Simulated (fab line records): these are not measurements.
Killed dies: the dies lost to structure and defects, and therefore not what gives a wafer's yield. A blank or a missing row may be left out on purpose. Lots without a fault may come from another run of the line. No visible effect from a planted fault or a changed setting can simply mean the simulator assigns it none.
Which tool is to blame? -- flow n5-finfet -- route of 1938 steps, sampled at 1 step: 10 lots, 30 wafers

## WHAT THE GAUGES READ, wafer by wafer
N5_BEOL_M0_SAQP_INSPECT_16: inspects for defects (brightfield).
lot,measured,on,raw-defect-count
L075,day 5 16:46,defect-inspect-02,431 746 439
L077,day 6 04:12,defect-inspect-01,459 512 381
L079,day 6 18:42,defect-inspect-01,548 709 808
L081,day 7 04:28,defect-inspect-01,559 521 513
L083,day 7 16:16,defect-inspect-02,479 623 684
L086,day 8 11:19,defect-inspect-02,440 388 378
L089,day 9 11:43,defect-inspect-02,412 458 424
L092,day 10 00:02,defect-inspect-01,1028 446 483
L093,day 10 04:25,defect-inspect-02,517 464 466
L096,day 11 04:10,defect-inspect-01,580 845 588

## WHICH TOOL RAN EACH LOT (tool, then ch and the chambers of the sampled wafers, then the start)
The record shows no process step preceding these readings.

## THE ANSWER, worked out from the rows above alone
Rule: the lots themselves supply what counts as usual. The widest of any qualifying gaps counts: lots, ordered by their means at a reading, are off when they make up no more than a third of the lots, leave a main group of 4 or more, and stand apart from it by 3 or more times the standard deviation of that group's means. A main group whose means are all the same, to the digits that the tables above print for the reading, isn't used. Also off: a lot with no number at a reading for which 4 or more lots have one. All remaining lots with rows at the step are treated as sound.
No lot is off at any reading shown: from this, nothing can be told.

## WHAT THE SIMULATOR HAD PUT IN
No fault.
